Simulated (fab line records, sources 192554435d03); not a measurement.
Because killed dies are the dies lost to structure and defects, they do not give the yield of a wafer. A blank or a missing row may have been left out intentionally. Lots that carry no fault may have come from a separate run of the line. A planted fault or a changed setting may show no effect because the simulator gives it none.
fab line records	flow n5Finfet
record lots=5	wafers=15	lastDay=17
route steps=1938 shown MOL_CONTACT_COAG@575
lots untouched by any fault: they come from a run of this same line in which no faults occurred
startH: the number of hours between the record's first day and the start of the first shown wafer of the lot	waitH: how many hours have passed since the lot's step before this one	" same as the row above	L1.1+2: several wafers, shown together as one row	- no value, or no start was given	* or withheld: withheld	< > ~ a bound
route shown NAME@n: NAME is a module with steps in the file, n the number in the route of the first one	usual: average and standard deviation across the fault-free wafers	same: alike in all rows	chamber/n: place in a boat	sites: readings site by site	_std_site: how widely they spread, as a standard deviation	_edge_site: outer sites' mean less inner sites'	radiusMm: how far each site lies from the wafer's centre	mask NAME#n: copy n	behind: tool/chamber where the wafer was last shaped	hold: why the lot went on hold/how many hours it stayed there/how the hold came to an end	device: the n, p or np transistor that did not switch	end of line: the same wafers' tests at the end of the route	where a step has no rows: the recipe by itself	killed: not the wafer's yield, but the dies lost to structure and defects at the first sort	map: per-die view of a wafer (x killed, . not killed, _ where there is no die)
set.NAME: the setting the step ran with; set.NAME@STEP: the setting that earlier step ran with	model.NAME: the simulator's own value behind a step, which no gauge read
lots at selected steps of the route; one table per step, one row per wafer
services: from which hour (startH, from the record's first day; less than 0 if before it) a tool's chamber was out of use, for how many hours, and why
## steps
# step N5_MOL_CONTACT_COAG_INSPECT_57
# recipe mode=adi	inspectInstrument=brightfield
# usual rawDefectCount=225/73
lot.wafer	tool	chamber	startH	waitH	rawDefectCount
L074.1	defectInspect-01	-	98.30	0.1	131
L074.2	"	-	"	"	146
L074.3	"	-	"	"	196
L086.3	defectInspect-02	-	167.84	0.0	261
L086.4	"	-	"	"	213
L086.5	"	-	"	"	247
L090.1	defectInspect-01	-	195.09	0.1	198
L090.2	"	-	"	"	158
L090.5	"	-	"	"	199
L091.3	defectInspect-02	-	203.06	0.0	173
L091.4	"	-	"	"	327
L091.5	"	-	"	"	237
L097.1	defectInspect-01	-	235.77	0.1	252
L097.4	"	-	"	"	256
L097.5	"	-	"	"	251
# step N5_MOL_CONTACT_COAG_DESCUM_88
# recipe chemistry=O2	timeS=7	sourcePowerW=50	biasPowerW=20	pressureMtorr=20	rfFrequencyHz=2.712e+07	tempC=40	resist=CAR-EUV	o2FlowSccm=225
# usual drypumpMotorCurrentA=5.9/0.35	oesProductAu=0.77/0.074	rfVppV=243.7/1.2	showerheadPlenumPTorr=2.12/0.065	throttleValvePct=20.49/0.27
lot.wafer	tool	chamber	startH	waitH	drypumpMotorCurrentA	oesProductAu	rfHoursCounterH	rfVppV	showerheadPlenumPTorr	throttleValvePct
L074.1	rieDiel-03	2	98.33	0.0	5.8	0.93	21	242.8	2.23	20.11
L074.2	"	1	"	"	5.4	0.76	137	241.8	2.01	19.98
L074.3	"	0	"	"	5.6	0.68	211	244.3	2.16	20.70
L086.3	rieDiel-03	0	168.39	0.5	5.7	0.68	229	245.0	2.16	20.73
L086.4	"	2	"	"	5.8	0.89	45	246.2	2.22	20.12
L086.5	"	2	"	"	5.8	0.89	-	246.2	2.22	20.13
L090.1	rieDiel-04	2	195.12	0.0	6.1	0.76	167	243.4	2.08	20.75
L090.2	"	1	"	"	6.5	0.67	249	244.1	2.15	20.73
L090.5	"	3	"	"	6.2	0.74	-	242.1	2.07	20.68
L091.3	rieDiel-05	2	203.09	0.0	5.5	0.85	60	242.8	2.12	20.35
L091.4	"	3	"	"	5.8	0.84	61	242.0	2.04	20.37
L091.5	"	2	"	"	5.5	0.84	-	243.0	2.12	20.36
L097.1	rieDiel-05	1	235.80	0.0	5.5	0.69	206	244.5	2.16	20.56
L097.4	"	0	"	"	5.6	0.84	55	245.5	2.21	20.12
L097.5	"	0	"	"	5.7	0.84	-	244.9	2.21	20.11
# step N5_MOL_CONTACT_COAG_ETCH_89
# recipe chemistry=N2/H2	target=underlayer	targetDepthA=130	maskMaterial=CAR-EUV	timeS=10.4	ionEnergyEv=200	pressureMtorr=30	sourceW=840	biasW=150	n2FlowSccm=200	h2FlowSccm=200	ends=cleared
# usual biasW=150.0/0.45	drypumpMotorCurrentA=5.9/0.35	etchRfOnTimeS=10.34/0.15	oesProductAu=0.66/0.064	rfVppV=524.9/2.3	showerheadPlenumPTorr=2.58/0.076	throttleValvePct=17.9/0.31
lot.wafer	tool	chamber	startH	waitH	biasW	drypumpMotorCurrentA	etchRfOnTimeS	oesProductAu	rfHoursCounterH	rfVppV	showerheadPlenumPTorr	throttleValvePct
L074.1	rieDiel-03	2	98.37	0.0	150.4	5.8	10.17	0.80	21	527.2	2.70	17.4
L074.2	"	1	"	"	150.0	5.4	10.14	0.67	137	520.8	2.44	17.5
L074.3	"	0	"	"	149.5	5.7	10.40	0.60	211	525.1	2.62	18.1
L086.3	rieDiel-03	0	168.42	0.0	150.2	5.7	10.45	0.59	229	527.0	2.61	18.1
L086.4	"	2	"	"	150.5	5.8	10.27	0.76	45	527.5	2.69	17.5
L086.5	"	2	"	"	150.3	5.8	10.24	0.76	-	528.5	2.69	17.4
L090.1	rieDiel-04	2	195.16	0.0	150.4	6.1	10.53	0.64	167	522.9	2.54	18.4
L090.2	"	1	"	"	149.1	6.5	10.42	0.58	249	525.1	2.61	18.1
L090.5	"	3	"	"	149.6	6.3	10.34	0.64	-	523.5	2.53	18.1
L091.3	rieDiel-05	2	203.12	0.0	150.0	5.5	10.24	0.71	60	524.5	2.57	17.7
L091.4	"	3	"	"	151.2	5.8	10.08	0.72	61	522.8	2.46	17.7
L091.5	"	2	"	"	150.3	5.5	10.16	0.72	-	524.8	2.57	17.7
L097.1	rieDiel-05	1	235.84	0.0	150.1	5.5	10.49	0.59	206	527.1	2.63	18.0
L097.4	"	0	"	"	150.7	5.7	10.14	0.72	55	528.1	2.68	17.5
L097.5	"	0	"	"	150.7	5.7	10.15	0.72	-	529.3	2.68	17.5
# step N5_MOL_CONTACT_COAG_ETCH_90
# recipe chemistry=CF4	target=SiARC	targetDepthA=130	maskMaterial=CAR-EUV	timeS=21.7	ionEnergyEv=80	pressureMtorr=40	sourceW=545	biasW=36	Ar_flow_sccm=100	cf4FlowSccm=100	ends=cleared
# usual biasW=35.99/0.099	cf4FlowSccm=100.0/0.3	drypumpMotorCurrentA=5.9/0.35	etchRfOnTimeS=21.6/0.33	oesProductAu=0.66/0.063	rfVppV=184.5/1.1	showerheadPlenumPTorr=2.17/0.061	throttleValvePct=15.68/0.28
lot.wafer	tool	chamber	startH	waitH	biasW	cf4FlowSccm	drypumpMotorCurrentA	etchRfOnTimeS	oesProductAu	rfHoursCounterH	rfVppV	showerheadPlenumPTorr	throttleValvePct
L074.1	rieDiel-03	2	98.39	0.0	36.16	100.1	5.8	21.3	0.80	21	182.5	2.27	15.23
L074.2	"	1	"	"	36.10	100.0	5.4	21.2	0.67	137	182.7	2.06	15.17
L074.3	"	0	"	"	35.94	100.0	5.7	22.1	0.60	211	184.0	2.20	15.88
L086.3	rieDiel-03	0	168.44	0.0	35.91	100.0	5.7	21.8	0.59	229	185.2	2.20	15.90
L086.4	"	2	"	"	35.99	100.1	5.8	21.5	0.76	45	184.9	2.26	15.27
L086.5	"	2	"	"	36.05	100.2	5.8	21.5	0.77	-	185.5	2.26	15.28
L090.1	rieDiel-04	2	195.18	0.0	36.13	99.8	6.1	21.9	0.64	167	183.6	2.13	16.00
L090.2	"	1	"	"	35.92	99.3	6.4	21.7	0.58	249	184.4	2.20	15.98
L090.5	"	3	"	"	35.76	100.0	6.3	21.5	0.65	-	185.5	2.13	15.94
L091.3	rieDiel-05	2	203.14	0.0	36.00	100.2	5.5	21.4	0.72	60	185.1	2.17	15.50
L091.4	"	3	"	"	36.07	100.0	5.8	21.0	0.72	61	182.8	2.09	15.48
L091.5	"	2	"	"	35.86	100.2	5.5	21.6	0.72	-	184.2	2.17	15.49
L097.1	rieDiel-05	1	235.86	0.0	36.04	99.4	5.5	21.7	0.59	206	186.3	2.20	15.77
L097.4	"	0	"	"	35.99	100.3	5.7	21.2	0.72	55	184.8	2.26	15.32
L097.5	"	0	"	"	35.98	100.5	5.7	21.3	0.72	-	186.5	2.26	15.33
# step N5_MOL_CONTACT_COAG_ALD_131
# recipe material=SiO2	targetThkA=50	tempC=100	aldPrecursorFamily=BDEAS	aldCoReactant=O2-plasma	pulseTimeS=1	coReactantPulseTimeS=1	purgeTimeS=2	coReactantPurgeTimeS=2	aldCycles=35	pressureTorr=2
# usual heaterPowerOuterW=39/3.3	heaterPowerW=75/6.9	precursorPulseHeightRel=1.002/0.02	susceptorTempC=99.97/0.12
lot.wafer	tool	chamber	startH	waitH	heaterPowerOuterW	heaterPowerW	precursorPulseHeightRel	sinceWetCleanH	susceptorTempC
L074.1	aldSin-01	1	99.00	0.6	43	92	1.034	288	100.04
L074.2	"	2	"	"	41	76	0.962	288	99.90
L074.3	"	3	"	"	35	70	0.982	288	99.89
L086.3	aldSin-04	1	168.54	0.1	38	75	0.989	266	99.81
L086.4	"	3	"	"	42	75	1.002	266	99.93
L086.5	"	1	"	"	38	75	1.018	-	100.02
L090.1	aldSin-01	3	195.26	0.1	34	66	1.030	2	99.89
L090.2	"	1	"	"	43	92	1.010	2	100.11
L090.5	"	2	"	"	40	78	0.990	-	99.67
L091.3	aldSin-01	0	203.48	0.3	37	67	1.016	10	99.81
L091.4	"	1	"	"	40	88	1.018	10	99.92
L091.5	"	3	"	"	34	67	1.033	-	99.94
L097.1	aldSin-02	2	235.95	0.1	37	74	1.037	228	100.09
L097.4	"	0	"	"	44	84	0.976	-	99.93
L097.5	"	2	"	"	37	77	0.993	-	100.14
# step N5_MOL_CONTACT_COAG_ETCHBACK_132
# recipe chemistry=CHF3	target=SiO2	targetDepthA=100	timeS=6.7	ionEnergyEv=200	pressureMtorr=30	sourceW=610	biasW=170	Ar_flow_sccm=200	CHF3_flow_sccm=50
# usual biasW=169.9/0.46	drypumpMotorCurrentA=5.9/0.35	oes_ar_750_au=0.77/0.07	oesProductAu=0.77/0.072	rfVppV=526/6.9	showerheadPlenumPTorr=2.41/0.066	throttleValvePct=18.77/0.24
lot.wafer	tool	chamber	startH	waitH	biasW	drypumpMotorCurrentA	oes_ar_750_au	oesProductAu	rfHoursCounterH	rfVppV	showerheadPlenumPTorr	throttleValvePct
L074.1	rieDiel-05	2	99.18	0.1	169.2	5.5	0.89	0.90	24	537	2.42	18.54
L074.2	"	1	"	"	169.6	5.5	0.72	0.73	159	534	2.47	18.76
L074.3	"	0	"	"	170.5	5.7	0.92	0.92	11	523	2.54	18.38
L086.3	rieDiel-05	0	168.78	0.2	170.6	5.7	0.87	0.88	35	521	2.53	18.43
L086.4	"	2	"	"	170.2	5.5	0.84	0.86	48	536	2.41	18.59
L086.5	"	2	"	"	170.5	5.5	0.84	0.86	-	536	2.41	18.60
L090.1	rieDiel-05	2	195.44	0.1	170.1	5.5	0.82	0.84	57	535	2.41	18.60
L090.2	"	3	"	"	170.5	5.8	0.84	0.85	58	515	2.32	18.62
L090.5	"	2	"	"	170.4	5.5	0.83	0.85	-	535	2.41	18.62
L091.3	rieDiel-05	1	203.67	0.1	169.2	5.5	0.70	0.69	194	534	2.46	18.83
L091.4	"	3	"	"	169.9	5.8	0.84	0.84	61	515	2.32	18.63
L091.5	"	1	"	"	170.2	5.5	0.71	0.70	-	534	2.46	18.82
L097.1	rieDiel-04	2	236.13	0.1	169.5	6.1	0.73	0.74	185	526	2.36	19.11
L097.4	"	1	"	"	170.1	6.5	0.96	0.97	9	520	2.44	18.66
L097.5	"	3	"	"	170.0	6.2	0.74	0.75	-	522	2.36	19.03
# step N5_MOL_CONTACT_COAG_ETCH_91
# recipe chemistry=N2/H2	target=SOC	targetDepthA=600	overetchA=210	maskMaterial=SiARC	tempC=40	timeS=101.2	ionEnergyEv=200	pressureMtorr=30	sourceW=840	biasW=150	n2FlowSccm=200	h2FlowSccm=200
# usual biasW=150.0/0.46	drypumpMotorCurrentA=5.9/0.35	oesProductAu=0.65/0.056	rfVppV=525.0/2.1	showerheadPlenumPTorr=2.58/0.072	throttleValvePct=17.87/0.3
lot.wafer	tool	chamber	startH	waitH	biasW	drypumpMotorCurrentA	oesProductAu	rfHoursCounterH	rfVppV	showerheadPlenumPTorr	throttleValvePct
L074.1	rieDiel-05	2	99.21	0.0	150.1	5.5	0.74	24	525.4	2.59	17.62
L074.2	"	1	"	"	149.4	5.5	0.60	159	527.6	2.66	17.93
L074.3	"	0	"	"	150.3	5.7	0.77	11	528.5	2.70	17.36
L086.3	rieDiel-05	0	168.81	0.0	149.5	5.7	0.72	35	529.2	2.69	17.40
L086.4	"	2	"	"	149.7	5.5	0.71	48	524.4	2.58	17.69
L086.5	"	2	"	"	149.4	5.5	0.71	-	526.3	2.58	17.68
L090.1	rieDiel-05	2	195.47	0.0	149.4	5.5	0.70	57	525.5	2.57	17.68
L090.2	"	3	"	"	150.4	5.8	0.70	58	522.2	2.46	17.62
L090.5	"	2	"	"	149.5	5.5	0.70	-	525.6	2.57	17.69
L091.3	rieDiel-05	1	203.70	0.0	150.0	5.5	0.59	194	524.9	2.64	17.98
L091.4	"	3	"	"	150.6	5.8	0.69	61	521.5	2.46	17.61
L091.5	"	1	"	"	149.6	5.5	0.60	-	525.3	2.64	17.99
L097.1	rieDiel-04	2	236.16	0.0	150.6	6.1	0.62	185	523.1	2.54	18.39
L097.4	"	1	"	"	149.5	6.5	0.79	9	525.4	2.61	17.69
L097.5	"	3	"	"	149.5	6.2	0.62	-	523.4	2.52	18.12
# step N5_MOL_CONTACT_COAG_STRIP_92
# recipe chemistry=N2/H2	tempC=40	n2FlowSccm=200	h2FlowSccm=200	rfFrequencyHz=6e+07
lot.wafer	tool	chamber	startH	waitH
L074.1+2+3	rieDiel-05	2,1,0	99.28	0.0
L086.3+4+5	rieDiel-05	0,2,2	168.88	0.0
L090.1+2+5	rieDiel-05	2,3,2	195.54	0.0
L091.3+4+5	rieDiel-05	1,3,1	203.77	0.0
L097.1+4+5	rieDiel-04	2,1,3	236.23	0.0
# step N5_MOL_CONTACT_COAG_STRIP_93
# recipe chemistry=N2/H2	tempC=40	n2FlowSccm=200	h2FlowSccm=200	rfFrequencyHz=6e+07
lot.wafer	tool	chamber	startH	waitH
L074.1+2+3	rieDiel-05	2,1,0	99.29	0.0
L086.3+4+5	rieDiel-05	0,2,2	168.89	0.0
L090.1+2+5	rieDiel-05	2,3,2	195.55	0.0
L091.3+4+5	rieDiel-05	1,3,1	203.78	0.0
L097.1+4+5	rieDiel-04	2,1,3	236.24	0.0
# step N5_MOL_CONTACT_COAG_ETCHBACK_135
# recipe chemistry=CHF3	target=SiO2	targetDepthA=250	timeS=16.7	ionEnergyEv=200	pressureMtorr=30	sourceW=610	biasW=170	Ar_flow_sccm=200	CHF3_flow_sccm=50
# usual biasW=170.0/0.47	drypumpMotorCurrentA=5.9/0.35	oes_ar_750_au=0.77/0.07	oesProductAu=0.77/0.072	rfVppV=526/6.8	showerheadPlenumPTorr=2.41/0.066	throttleValvePct=18.77/0.24
lot.wafer	tool	chamber	startH	waitH	biasW	drypumpMotorCurrentA	oes_ar_750_au	oesProductAu	rfHoursCounterH	rfVppV	showerheadPlenumPTorr	throttleValvePct
L074.1	rieDiel-05	2	99.30	0.0	169.6	5.5	0.88	0.90	24	536	2.42	18.54
L074.2	"	1	"	"	170.5	5.5	0.73	0.73	159	534	2.47	18.74
L074.3	"	0	"	"	169.8	5.6	0.92	0.92	11	520	2.54	18.40
L086.3	rieDiel-05	0	168.90	0.0	169.3	5.7	0.88	0.86	35	521	2.53	18.42
L086.4	"	2	"	"	170.7	5.5	0.85	0.86	48	536	2.41	18.59
L086.5	"	2	"	"	171.0	5.5	0.84	0.85	-	536	2.41	18.59
L090.1	rieDiel-05	2	195.56	0.0	169.3	5.5	0.83	0.85	57	536	2.41	18.61
L090.2	"	3	"	"	170.1	5.8	0.84	0.85	58	516	2.32	18.63
L090.5	"	2	"	"	170.2	5.5	0.83	0.85	-	535	2.41	18.61
L091.3	rieDiel-05	1	203.79	0.0	170.9	5.5	0.70	0.70	194	533	2.46	18.83
L091.4	"	3	"	"	170.1	5.8	0.83	0.84	61	516	2.32	18.62
L091.5	"	1	"	"	170.3	5.5	0.70	0.70	-	535	2.46	18.82
L097.1	rieDiel-04	2	236.25	0.0	170.3	6.0	0.73	0.74	185	526	2.36	19.09
L097.4	"	1	"	"	170.4	6.5	0.95	0.97	9	521	2.44	18.65
L097.5	"	3	"	"	170.3	6.2	0.74	0.73	-	522	2.36	19.03
# step N5_MOL_CONTACT_COAG_STRIP_118
# recipe chemistry=CHF3	resist=SiARC	rfFrequencyHz=6e+07
lot.wafer	tool	chamber	startH	waitH
L074.1+2+3	rieDiel-05	2,1,0	99.32	0.0
L086.3+4+5	rieDiel-05	0,2,2	168.93	0.0
L090.1+2+5	rieDiel-05	2,3,2	195.58	0.0
L091.3+4+5	rieDiel-05	1,3,1	203.82	0.0
L097.1+4+5	rieDiel-04	2,1,3	236.27	0.0
# step N5_MOL_CONTACT_COAG_VIA_ETCH_46
# recipe chemistry=C4F6/O2	targetDepthA=460	overetchA=92	maskMaterial=SOC	target=SiO2	biasW=455	pressureMtorr=10	timeS=40	sourceW=325	Ar_flow_sccm=300	C4F6_flow_sccm=10	O2_flow_sccm=10	ionEnergyEv=575.3	ends=endPoint
# usual biasW=454.9/1.2	drypumpMotorCurrentA=5.9/0.35	oes_ar_750_au=0.77/0.069	oesProductAu=0.69/0.061	rfVppV=1592/19	showerheadPlenumPTorr=2.88/0.079	throttleValvePct=40.87/0.21
lot.wafer	tool	chamber	startH	waitH	biasW	drypumpMotorCurrentA	oes_ar_750_au	oesProductAu	rfHoursCounterH	rfVppV	showerheadPlenumPTorr	throttleValvePct
L074.1	rieDiel-05	2	99.33	0.0	455.9	5.5	0.89	0.79	24	1621	2.89	40.60
L074.2	"	1	"	"	457.6	5.5	0.73	0.65	159	1614	2.94	40.78
L074.3	"	0	"	"	454.5	5.7	0.91	0.80	11	1583	3.03	40.70
L086.3	rieDiel-05	0	168.94	0.0	452.9	5.7	0.87	0.77	35	1582	3.02	40.71
L086.4	"	2	"	"	454.7	5.5	0.85	0.77	48	1620	2.88	40.65
L086.5	"	2	"	"	453.6	5.5	0.85	0.78	-	1619	2.88	40.65
L090.1	rieDiel-05	2	195.59	0.0	457.0	5.5	0.83	0.75	57	1620	2.87	40.65
L090.2	"	3	"	"	454.7	5.8	0.84	0.75	58	1560	2.77	40.99
L090.5	"	2	"	"	456.3	5.5	0.84	0.77	-	1619	2.87	40.65
L091.3	rieDiel-05	1	203.83	0.0	457.6	5.5	0.71	0.63	194	1615	2.93	40.83
L091.4	"	3	"	"	456.4	5.8	0.84	0.75	61	1559	2.77	41.01
L091.5	"	1	"	"	455.6	5.5	0.70	0.63	-	1614	2.93	40.81
L097.1	rieDiel-04	2	236.28	0.0	454.1	6.1	0.73	0.66	185	1592	2.81	41.15
L097.4	"	1	"	"	452.5	6.4	0.95	0.85	9	1577	2.91	40.89
L097.5	"	3	"	"	457.4	6.3	0.74	0.67	-	1583	2.82	41.12
# step N5_MOL_CONTACT_COAG_STRIP_96
# recipe chemistry=N2/H2	powerW=500	tempC=40	pressureMtorr=50	rfFrequencyHz=6e+07	overashFraction=0.3	biasPowerW=28	h2Frac=0.5	n2FlowSccm=300	h2FlowSccm=300
# usual drypumpMotorCurrentA=5.9/0.35	oesProductAu=0.77/0.073	rfVppV=122.2/1.2	showerheadPlenumPTorr=3.41/0.092	throttleValvePct=19.0/0.37
# same overashFraction=0.3
lot.wafer	tool	chamber	startH	waitH	drypumpMotorCurrentA	oesProductAu	rfHoursCounterH	rfVppV	showerheadPlenumPTorr	throttleValvePct
L074.1	rieDiel-05	2	99.40	0.0	5.5	0.91	24	122.4	3.42	18.8
L074.2	"	1	"	"	5.5	0.73	159	122.2	3.50	19.0
L074.3	"	0	"	"	5.7	0.92	11	124.2	3.56	18.3
L086.3	rieDiel-05	0	169.00	0.0	5.6	0.87	35	124.7	3.55	18.3
L086.4	"	2	"	"	5.5	0.87	48	121.6	3.40	18.8
L086.5	"	2	"	"	5.5	0.87	-	123.3	3.40	18.8
L090.1	rieDiel-05	2	195.66	0.0	5.5	0.85	57	121.6	3.40	18.8
L090.2	"	3	"	"	5.8	0.83	58	122.3	3.26	18.7
L090.5	"	2	"	"	5.5	0.86	-	120.9	3.40	18.8
L091.3	rieDiel-05	1	203.89	0.0	5.5	0.70	194	121.9	3.48	19.1
L091.4	"	3	"	"	5.8	0.84	61	122.7	3.25	18.7
L091.5	"	1	"	"	5.5	0.70	-	123.3	3.48	19.1
L097.1	rieDiel-04	2	236.35	0.0	6.1	0.73	185	122.5	3.35	19.7
L097.4	"	1	"	"	6.5	0.97	9	121.6	3.44	18.6
L097.5	"	3	"	"	6.3	0.72	-	122.0	3.34	19.1
# step N5_MOL_CONTACT_COAG_ETCH_47
# recipe chemistry=CH3F/O2	target=SiNx	targetDepthA=270	maskMaterial=SiO2	stopOn=W	overEtchFrac=0.2	ionEnergyEv=120	endpoint=OES-CN	pressureMtorr=30	sourceW=395	biasW=73	Ar_flow_sccm=150	CH3F_flow_sccm=30	O2_flow_sccm=20	ends=endPoint
# usual biasW=73.02/0.18	drypumpMotorCurrentA=5.9/0.35	etchRfOnTimeS=31.0/0.39	oes_ar_750_au=0.77/0.07	oesProductAu=0.69/0.064	rfVppV=298/3.9	showerheadPlenumPTorr=2.03/0.058	throttleValvePct=16.40/0.24
lot.wafer	tool	chamber	startH	waitH	biasW	drypumpMotorCurrentA	etchRfOnTimeS	oes_ar_750_au	oesProductAu	rfHoursCounterH	rfVppV	showerheadPlenumPTorr	throttleValvePct
L074.1	rieDiel-05	2	99.44	0.0	73.11	5.5	30.8	0.88	0.81	24	304	2.04	16.16
L074.2	"	1	"	"	73.09	5.5	31.2	0.73	0.65	159	302	2.08	16.38
L074.3	"	0	"	"	73.05	5.6	30.5	0.93	0.81	11	296	2.14	16.01
L086.3	rieDiel-05	0	169.04	0.0	72.83	5.6	30.5	0.87	0.78	35	296	2.13	16.05
L086.4	"	2	"	"	73.19	5.5	30.4	0.85	0.77	48	303	2.03	16.22
L086.5	"	2	"	"	72.87	5.5	30.2	0.84	0.77	-	305	2.03	16.22
L090.1	rieDiel-05	2	195.70	0.0	72.88	5.5	31.0	0.83	0.75	57	305	2.03	16.22
L090.2	"	3	"	"	73.08	5.8	31.1	0.84	0.74	58	292	1.95	16.24
L090.5	"	2	"	"	73.02	5.5	30.9	0.84	0.76	-	303	2.03	16.22
L091.3	rieDiel-05	1	203.93	0.0	72.90	5.5	31.3	0.70	0.62	194	303	2.06	16.46
L091.4	"	3	"	"	72.65	5.8	30.4	0.84	0.75	61	292	1.95	16.22
L091.5	"	1	"	"	72.93	5.5	31.6	0.70	0.62	-	304	2.06	16.44
L097.1	rieDiel-04	2	236.39	0.0	73.20	6.1	31.2	0.73	0.66	185	298	1.98	16.71
L097.4	"	1	"	"	73.16	6.4	30.6	0.95	0.86	9	295	2.05	16.24
L097.5	"	3	"	"	72.52	6.2	31.3	0.74	0.66	-	296	1.98	16.67
# step N5_MOL_CONTACT_COAG_STRIP_119
# recipe chemistry=N2/H2	timeS=30	powerW=1000	tempC=250	pressureMtorr=withheld	n2FlowSccm=1750	h2FlowSccm=3250
# usual drypumpMotorCurrentA=5.69/0.2	heaterPowerW=348/22
lot.wafer	tool	chamber	startH	waitH	drypumpMotorCurrentA	heaterPowerW	rfHoursCounterH
L074.1	plasmaAsher-01	1	99.52	0.1	5.72	346	93
L074.2	"	0	"	"	5.81	357	93
L074.3	"	0	"	"	5.83	363	-
L086.3	plasmaAsher-01	0	169.14	0.1	5.84	355	-
L086.4	"	1	"	"	5.74	338	-
L086.5	"	0	"	"	5.82	357	-
L090.1	plasmaAsher-01	0	195.78	0.1	5.81	354	114
L090.2	"	1	"	"	5.75	347	114
L090.5	"	1	"	"	5.73	352	-
L091.3	plasmaAsher-02	0	204.03	0.1	5.19	384	-
L091.4	"	1	"	"	5.67	310	-
L091.5	"	0	"	"	5.21	376	-
L097.1	plasmaAsher-01	1	236.47	0.1	5.74	330	124
L097.4	"	0	"	"	5.84	364	-
L097.5	"	0	"	"	5.83	354	-
## services
tool	chamber	startH	hours	kind
plasmaAsher-02	-	85.11	14.6	pm
rieDiel-03	3	95.34	22.6	repair
rieDiel-03	0	103.91	18.7	repair
plasmaAsher-02	-	105.73	2.8	pm
rieDiel-03	-	112.50	2.8	repair
rieDiel-04	2	116.92	6.0	repair
aldSin-01	-	136.65	28.1	pm
aldSin-01	-	164.75	6.0	pm
aldSin-01	-	179.13	14.0	pm
aldSin-01	0	179.13	14.0	ventCycle
plasmaAsher-01	-	185.40	0.7	repair
rieDiel-04	1	198.07	-	clean
rieDiel-04	1	198.07	-	consumableReplace:focusRing
rieDiel-04	1	198.07	16.8	scheduledDown
rieDiel-04	1	198.07	16.8	ventCycle
aldSin-04	3	201.70	1.3	repair
aldSin-01	0	213.63	5.6	repair
aldSin-02	3	215.92	20.9	repair
rieDiel-05	0	219.57	8.4	repair
rieDiel-03	0	230.47	-	clean
rieDiel-03	0	230.47	-	consumableReplace:focusRing
rieDiel-03	0	230.47	17.0	scheduledDown
rieDiel-03	0	230.47	17.0	ventCycle
aldSin-04	-	234.28	14.6	pm
## key
fault none
